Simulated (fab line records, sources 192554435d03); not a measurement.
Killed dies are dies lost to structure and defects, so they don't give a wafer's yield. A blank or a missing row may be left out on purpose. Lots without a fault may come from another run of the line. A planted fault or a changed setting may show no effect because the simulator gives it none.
fab line records | flow n5_finfet
record lots=11 wafers=33 last_day=16
route steps=1938 shown GATE_CUT@510 MIM_BOT_ETCH@1866 TV_LITHO@1884 PASSIVATION@1908
lots that met no fault: from a run of the same line without faults
start_h: hours from the record's first day to the start of the lot's first wafer shown | wait_h: hours since the lot's step before | " the same as in the row above | L1.1+2: a row that stands for several wafers | - no value, or no start given | * or withheld: withheld | < > ~ a bound
route shown NAME@n: a module of which the file shows steps, and the number in the route of the first | usual: mean/standard deviation of fault-free wafers | same: alike in all rows | chamber/n: place in a boat | sites: the reading at each site | _std_site: their standard deviation | _edge_site: outer sites' mean less inner sites' | radius_mm: how far each site lies from the wafer's centre | mask NAME#n: copy n | behind: the tool/chamber that last shaped the wafer | hold: why the lot was held/for how many hours/how that ended | device: the transistor (n, p or np) that didn't switch | end of line: the same wafers' tests at the end of the route | a step without rows: its recipe alone | killed: dies lost to structure and defects at the first sort, not the wafer's yield | map: a wafer's dies, x killed, . not, _ none there
set.NAME: the setting as run; set.NAME@STEP: as run at that earlier step | model.NAME: the simulator's own value behind a step, which no gauge read
steps of the route over a sample of lots; a table a step, a row a wafer
services: from which hour (start_h, from the record's first day; less than 0 if before it) a tool's chamber was out of use, for how many hours, and why
## steps
# step N5_GATE_CUT_ALD_22
# recipe material=SiNx target_thk_a=160 temp_c=400 ald_precursor_family=SiH2I2 ald_co_reactant=N2/H2-plasma pulse_time_s=1 ald_cycles=320 purge_time_s=2 co_reactant_purge_time_s=2 pressure_torr=2
# usual heater_power_w=861/130 precursor_pulse_height_rel=1.000/0.019
# same co_reactant_purge_time_s=2
# columns lot.wafer tool chamber start_h wait_h heater_power_w precursor_pulse_height_rel
L306.3 ald_sin-04 1 84.02 0.0 893 1.003
L306.4 " 0 " " 745 0.995
L306.6 " 3 " " 775 1.028
L307.1 ald_sin-04 0 93.03 0.8 724 1.026
L307.3 " 1 " " 883 1.000
L307.5 " 1 " " 901 1.001
L308.1 ald_sin-03 1 100.59 0.0 654 1.013
L308.4 " 2 " " 840 0.996
L308.6 " 2 " " 864 0.979
L309.3 ald_sin-04 2 101.64 0.0 928 0.987
L309.4 " 1 " " 897 0.981
L309.6 " 1 " " 920 1.008
L310.2 ald_sin-03 0 113.37 0.3 1124 0.981
L310.3 " 3 " " 903 0.991
L310.6 " 3 " " 913 0.987
L311.1 ald_sin-03 0 116.70 1.3 1126 1.024
L311.4 " 2 " " 864 1.006
L311.6 " 0 " " 1105 1.013
L313.3 ald_sin-04 1 132.04 0.0 929 0.976
L313.5 " 1 " " 926 1.014
L313.6 " 2 " " 955 1.014
L314.2 ald_sin-04 2 133.50 0.1 924 0.958
L314.4 " 1 " " 928 0.984
L314.5 " 1 " " 894 0.992
L315.1 ald_sin-04 0 142.79 0.0 729 0.973
L315.4 " 1 " " 897 0.980
L315.6 " 3 " " 793 1.016
L317.1 ald_sin-04 2 154.01 0.0 914 0.991
L317.2 " 0 " " 750 1.018
L317.3 " 3 " " 789 1.010
L325.1 ald_sin-03 0 203.09 0.0 1110 0.972
L325.3 " 1 " " 657 1.022
L325.4 " 3 " " 894 1.010
# step N5_MIM_BOT_ETCH_ETCH_04
# recipe chemistry=CF4/O2 target=SiNx target_depth_a=260 time_s=13 ion_energy_ev=100 pressure_mtorr=40 source_w=535 bias_w=49 Ar_flow_sccm=100 cf4_flow_sccm=100 O2_flow_sccm=10
# usual drypump_motor_current_A=5.9/0.42 oes_product_au=0.80/0.097 rf_vpp_V=241/7.2 showerhead_plenum_p_Torr=2.20/0.072 throttle_valve_pct=16.02/0.28
# columns lot.wafer tool chamber start_h wait_h drypump_motor_current_A oes_product_au rf_hours_counter_h rf_vpp_V showerhead_plenum_p_Torr throttle_valve_pct
L306.3 rie_diel-01 2 269.53 0.0 5.7 0.73 214 248 2.26 16.41
L306.4 " 0 " " 6.3 0.95 - 229 2.35 16.04
L306.6 " 2 " " 5.7 0.73 - 247 2.26 16.42
L308.1 rie_diel-01 2 284.22 0.0 5.7 0.72 220 248 2.26 16.44
L308.4 " 0 " " 6.3 0.95 27 228 2.34 16.07
L308.6 " 1 " " 6.5 0.87 - 241 2.24 15.42
L307.1 rie_diel-01 1 292.40 0.0 6.6 0.87 35 240 2.24 15.42
L307.3 " 3 " " 5.7 0.72 215 239 2.17 16.05
L307.5 " 2 " " 5.7 0.72 - 246 2.26 16.44
L309.3 rie_diel-02 3 302.34 0.0 5.9 0.86 60 237 2.15 16.03
L309.4 " 0 " " 5.3 0.70 241 228 2.18 16.45
L309.6 " 2 " " 5.8 0.75 - 250 2.22 16.17
L310.2 rie_diel-02 0 306.89 0.0 5.2 0.70 243 229 2.18 16.45
L310.3 " 2 " " 5.7 0.74 140 249 2.22 16.19
L310.6 " 1 " " 5.8 0.70 - 249 2.08 15.98
L311.1 rie_diel-01 0 313.85 0.0 6.3 0.92 38 230 2.34 16.11
L311.4 " 2 " " 5.7 0.71 232 248 2.26 16.45
L311.6 " 0 " " 6.3 0.92 - 228 2.34 16.08
L314.2 rie_diel-01 3 328.97 0.0 5.7 0.73 229 239 2.16 16.08
L314.4 " 2 " " 5.7 0.72 238 247 2.26 16.47
L314.5 " 0 " " 6.3 0.90 - 229 2.34 16.10
L313.3 rie_diel-01 2 329.63 0.0 5.7 0.70 238 248 2.26 16.47
L313.5 " 1 " " 6.6 0.85 - 241 2.23 15.45
L313.6 " 2 " " 5.7 0.71 - 249 2.26 16.48
L315.1 rie_diel-02 1 329.97 0.0 5.8 0.67 204 248 2.08 15.98
L315.4 " 1 " " 5.8 0.68 - 247 2.08 16.01
L315.6 " 3 " " 5.9 0.85 - 237 2.15 16.06
L317.1 rie_diel-02 2 339.69 0.0 5.8 0.73 154 251 2.22 16.22
L317.2 " 3 " " 5.9 0.84 75 237 2.15 16.06
L317.3 " 1 " " 5.9 0.67 209 248 2.08 16.00
L325.1 rie_diel-02 2 383.35 0.0 5.7 0.72 170 250 2.21 16.24
L325.3 " 0 " " 5.2 0.97 7 228 2.18 15.95
L325.4 " 3 " " 5.9 0.83 91 236 2.14 16.08
# step N5_PASSIVATION_OVL_MEAS_60
# recipe points_per_wafer=44
# usual TV_OVL=3/4.8
# columns lot.wafer tool chamber start_h wait_h TV_OVL[nm]
L306.3 overlay-02 0 271.17 0.0 -4
L306.4 " 0 " " 8
L306.6 " 0 " " 0
L308.1 overlay-01 0 287.57 0.0 6
L308.4 " 0 " " 2
L308.6 " 0 " " 4
L307.1 overlay-01 0 294.80 0.0 9
L307.3 " 0 " " 11
L307.5 " 0 " " 7
L309.3 overlay-01 0 303.86 0.0 7
L309.4 " 0 " " -1
L309.6 " 0 " " 0
L310.2 overlay-01 0 311.72 0.0 -3
L310.3 " 0 " " 5
L310.6 " 0 " " 6
L311.1 overlay-01 0 318.94 0.0 1
L311.4 " 0 " " -2
L311.6 " 0 " " -5
L314.2 overlay-01 0 330.38 0.0 13
L314.4 " 0 " " 10
L314.5 " 0 " " 0
L313.3 overlay-01 0 330.92 0.0 3
L313.5 " 0 " " 1
L313.6 " 0 " " 3
L315.1 overlay-01 0 331.59 0.0 7
L315.4 " 0 " " -1
L315.6 " 0 " " 0
L317.1 overlay-02 0 341.07 0.0 7
L317.2 " 0 " " -4
L317.3 " 0 " " 3
L325.1 overlay-02 0 385.20 0.0 11
L325.3 " 0 " " 8
L325.4 " 0 " " 9
# step N5_PASSIVATION_DESCUM_32
# recipe chemistry=O2 time_s=7.9 source_power_w=50 bias_power_w=20 pressure_mtorr=20 rf_frequency_hz=2.712e+07 temp_c=40 o2_flow_sccm=225
# usual bias_power_w=20.00/0.056 drypump_motor_current_A=5.9/0.42 oes_product_au=0.80/0.097 rf_vpp_V=243.0/1.3 showerhead_plenum_p_Torr=2.09/0.074 throttle_valve_pct=20.48/0.27
# columns lot.wafer tool chamber start_h wait_h bias_power_w drypump_motor_current_A oes_product_au rf_hours_counter_h rf_vpp_V showerhead_plenum_p_Torr throttle_valve_pct
L306.3 rie_diel-05 0 272.73 0.1 20.01 6.4 0.73 194 239.4 2.00 20.54
L306.4 " 1 " " 19.97 4.8 0.66 241 243.6 2.16 21.03
L306.6 " 0 " " 19.94 6.4 0.74 - 241.3 2.00 20.52
L308.1 rie_diel-01 1 289.82 0.1 19.90 6.5 0.87 34 243.8 2.15 20.00
L308.4 " 3 " " 20.09 5.7 0.72 214 242.0 2.06 20.50
L308.6 " 1 " " 19.91 6.5 0.87 - 244.5 2.15 20.00
L307.1 rie_diel-01 0 296.77 0.1 19.88 6.2 0.91 32 244.5 2.23 20.64
L307.3 " 1 " " 20.06 6.6 0.86 37 242.9 2.15 20.04
L307.5 " 3 " " 19.89 5.8 0.72 - 243.4 2.06 20.51
L309.3 rie_diel-05 3 305.56 0.1 19.94 5.6 0.92 16 245.6 2.14 20.00
L309.4 " 0 " " 19.96 6.4 0.73 - 240.4 2.00 20.55
L309.6 " 3 " " 20.00 5.6 0.92 - 244.7 2.14 20.01
L310.2 rie_diel-01 3 314.25 0.0 19.95 5.8 0.72 223 242.0 2.06 20.52
L310.3 " 0 " " 19.97 6.3 0.89 38 245.2 2.23 20.65
L310.6 " 0 " " 20.03 6.3 0.89 - 244.1 2.23 20.66
L311.1 rie_diel-02 0 320.93 0.0 19.97 5.3 0.70 247 242.3 2.06 20.92
L311.4 " 2 " " 19.96 5.7 0.76 145 243.1 2.10 20.55
L311.6 " 0 " " 19.96 5.3 0.70 - 242.8 2.06 20.91
L314.2 rie_diel-01 0 332.40 0.2 20.04 6.3 0.88 45 245.2 2.23 20.66
L314.4 " 2 " " 20.09 5.7 0.71 239 244.5 2.18 21.16
L314.5 " 1 " " 20.12 6.6 0.84 - 244.5 2.15 20.03
L313.3 rie_diel-05 1 332.86 0.0 19.97 4.8 1.01 0 243.5 2.16 20.53
L313.5 " 1 " " 20.07 4.8 1.01 - 244.2 2.16 20.52
L313.6 " 0 " " 19.97 6.4 0.72 - 242.2 1.99 20.58
L315.1 rie_diel-02 1 333.23 0.0 19.96 5.8 0.70 206 241.8 1.98 20.45
L315.4 " 3 " " 20.07 5.9 0.84 - 242.4 2.05 20.55
L315.6 " 1 " " 20.01 5.9 0.69 - 242.1 1.98 20.45
L317.1 rie_diel-05 1 343.07 0.1 19.98 4.7 0.96 5 243.6 2.15 20.53
L317.2 " 0 " " 19.98 6.4 0.71 222 241.2 1.99 20.59
L317.3 " 3 " " 20.08 5.7 0.88 35 243.2 2.13 20.05
L325.1 rie_diel-01 2 388.24 0.0 20.08 5.7 0.95 4 243.7 2.17 20.69
L325.3 " 0 " " 19.94 6.3 0.85 70 244.1 2.22 20.70
L325.4 " 0 " " 20.01 6.3 0.86 - 244.9 2.22 20.68
# step N5_PASSIVATION_PROBE_49
# usual defect_limited_yield=91.7/1.4 killed_at_M0_to_M3=31/11 killed_at_M4_up=13/4.6 killed_at_contacts=13/6.7 killed_at_front_end=39/9.6 killed_at_other=3.5/2.8 killed_dies=98/16 killed_open=64/11 killed_short=33/8.5 sort_bin_5_function=4.9/0.96 sort_bin_6_memory=3.1/0.59 sort_bin_8_speed=0.2/1.3 sort_n_pass=1080/23
# same gross_dies=1180 killed_at_back_side=0 sort_bin_4_leakage[%]=0
# columns lot.wafer tool chamber start_h wait_h defect_limited_yield[%] killed_at_M0_to_M3 killed_at_M4_up killed_at_contacts killed_at_front_end killed_at_other killed_dies killed_open killed_short sort_bin_5_function[%] sort_bin_6_memory[%] sort_bin_8_speed[%] sort_n_pass
L314.2 prober-01 - 337.36 0.1 91.7 21 16 11 42 8 98 70 24 4.9 3.3 0 1082
L314.4 prober-01 - 337.46 0.2 93.0 22 13 9 35 4 83 57 24 4.2 2.8 0 1097
L314.5 prober-01 - 337.51 0.2 91.4 26 10 15 47 3 101 60 41 4.7 3.7 0 1079
L315.1 prober-02 - 339.29 0.0 80.5 33 17 6 172 2 230 53 33 12.0 4.2 0 950
L315.4 prober-02 - 339.44 0.2 81.3 24 21 3 173 0 221 55 32 11.4 4.3 0 959
L315.6 prober-02 - 339.54 0.3 82.3 28 12 9 158 2 209 54 33 11.2 4.1 0 971
L317.1 prober-01 - 347.89 0.0 82.7 26 9 6 154 9 204 53 18 11.2 2.9 0 976
L317.2 prober-01 - 347.94 0.1 81.6 26 5 10 168 8 217 56 21 11.3 3.3 0 963
L317.3 prober-01 - 347.99 0.1 82.5 19 12 29 145 2 207 59 28 10.3 4.2 0 973
# killed by level:class
L314.2 MOL_CONTACT_COAG:geometric_particle:open=11 DUMMY_GATE:geometric_particle:open=9 STI_FIN_REVEAL:geometric_particle:open=6 GATE_CUT:geometric_particle:open=6 BEOL_M4:geometric_particle:open=6 FIN_SAQP:geometric_particle:short=5 BEOL_M2:geometric_particle:open=5 GATE_CUT:geometric_particle:short=4
L314.4 MOL_CONTACT_COAG:geometric_particle:open=8 BEOL_M1:geometric_particle:open=7 BEOL_M4:geometric_particle:open=6 FIN_SAQP:geometric_particle:open=5 BEOL_M2:geometric_particle:open=5 STARTING-WAFER:geometric_particle:open=5 STI_FIN_REVEAL:geometric_particle:open=4 DUMMY_GATE:geometric_particle:open=4
L314.5 MOL_CONTACT_COAG:geometric_particle:open=11 FIN_SAQP:geometric_particle:short=9 BEOL_M1:geometric_particle:open=6 STI_FIN_REVEAL:geometric_particle:open=6 GATE_CUT:geometric_particle:short=6 FIN_SAQP:geometric_particle:open=5 BEOL_M0_SAQP:geometric_particle:open=5 BEOL_M3:geometric_particle:open=5
L315.1 GATE_CUT:unspecified=140 FIN_SAQP:geometric_particle:short=11 FIN_SAQP:geometric_particle:open=8 BEOL_M4:geometric_particle:open=8 BEOL_M0_SAQP:geometric_particle:open=7 BEOL_M0_SAQP:geometric_particle:short=6 BEOL_M3:geometric_particle:open=6 BEOL_M1:geometric_particle:open=6
L315.4 GATE_CUT:unspecified=133 BEOL_M4:geometric_particle:open=13 FIN_SAQP:geometric_particle:open=9 STARTING-WAFER:geometric_particle:short=7 BEOL_M2:geometric_particle:open=6 DUMMY_GATE:geometric_particle:open=5 GATE_CUT:geometric_particle:short=5 BEOL_M0_SAQP:geometric_particle:short=5
L315.6 GATE_CUT:unspecified=121 BEOL_M3:geometric_particle:open=14 FIN_SAQP:geometric_particle:short=9 FIN_SAQP:geometric_particle:open=6 MOL_CONTACT_COAG:geometric_particle:open=6 BEOL_M2:geometric_particle:open=6 DUMMY_GATE:geometric_particle:open=5 BEOL_M4:geometric_particle:short=5
L317.1 GATE_CUT:unspecified=133 BEOL_M3:geometric_particle:open=9 BEOL_M4:geometric_particle:open=6 STI_FIN_REVEAL:geometric_particle:open=5 DUMMY_GATE:geometric_particle:open=5 MOL_CONTACT_COAG:geometric_particle:open=5 BEOL_M1:geometric_particle:open=5 FIN_SAQP:geometric_particle:open=4
L317.2 GATE_CUT:unspecified=138 MOL_CONTACT_COAG:geometric_particle:open=8 STI_FIN_REVEAL:geometric_particle:open=7 BEOL_M3:geometric_particle:open=7 FIN_SAQP:geometric_particle:open=6 DUMMY_GATE:geometric_particle:open=6 BEOL_M0_SAQP:geometric_particle:short=6 BEOL_M0_SAQP:geometric_particle:open=5
L317.3 GATE_CUT:unspecified=118 MOL_CONTACT_COAG:geometric_particle:open=22 MOL_CONTACT_COAG:geometric_particle:short=7 BEOL_M3:geometric_particle:open=6 FIN_SAQP:geometric_particle:open=5 STI_FIN_REVEAL:geometric_particle:open=5 BEOL_M0_SAQP:geometric_particle:open=4 BEOL_M1:geometric_particle:short=3
## services
# columns tool chamber start_h hours kind
rie_diel-02 - 65.60 2.8 pm
rie_diel-01 3 70.89 5.6 repair
ald_sin-03 - 85.74 14.0 pm
ald_sin-04 - 112.23 14.6 pm
rie_diel-05 3 132.65 7.5 repair
rie_diel-01 1 135.00 12.9 repair
ald_sin-04 0 172.66 11.4 repair
rie_diel-01 1 177.02 - clean
rie_diel-01 1 177.02 - consumable_replace:esc
rie_diel-01 1 177.02 - consumable_replace:focus_ring
rie_diel-02 - 195.71 3.6 repair
ald_sin-03 2 196.91 10.2 repair
rie_diel-05 0 203.48 8.1 repair
rie_diel-02 2 205.00 27.5 repair
rie_diel-02 0 226.35 10.5 repair
rie_diel-02 3 241.86 46.0 repair
rie_diel-05 - 266.00 4.0 pm
ald_sin-04 - 268.25 14.0 pm
ald_sin-04 - 287.08 0.6 repair
rie_diel-05 0 319.99 7.4 repair
ald_sin-04 3 337.02 4.4 repair
ald_sin-03 3 339.89 24.7 repair
rie_diel-01 2 350.29 6.7 repair
rie_diel-02 1 363.22 4.6 repair
## key
first_sign step=N5_PASSIVATION_PROBE_49 reading=killed_at_front_end direction=up sigmas=13 usual=39 struck=162
effect step=N5_PASSIVATION_PROBE_49 reading=defect_limited_yield direction=down sigmas=7.2 usual=91.7 struck=81.8
more_kills_born_at N5_GATE_CUT_ALD_22@ald_sin-04=783
met_at N5_GATE_CUT_ALD_22
struck_lots L315,L317
not_acting_at N5_MIM_BOT_ETCH_ETCH_04,N5_PASSIVATION_OVL_MEAS_60,N5_PASSIVATION_DESCUM_32
onset_between 133.50 142.79
fault kind=chamber_particle_source tool=ald_sin-04 chamber=- onset_h=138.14 steps=N5_GATE_CUT_ALD_22 rate_per_visit_cm2=1.4005 end_h=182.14
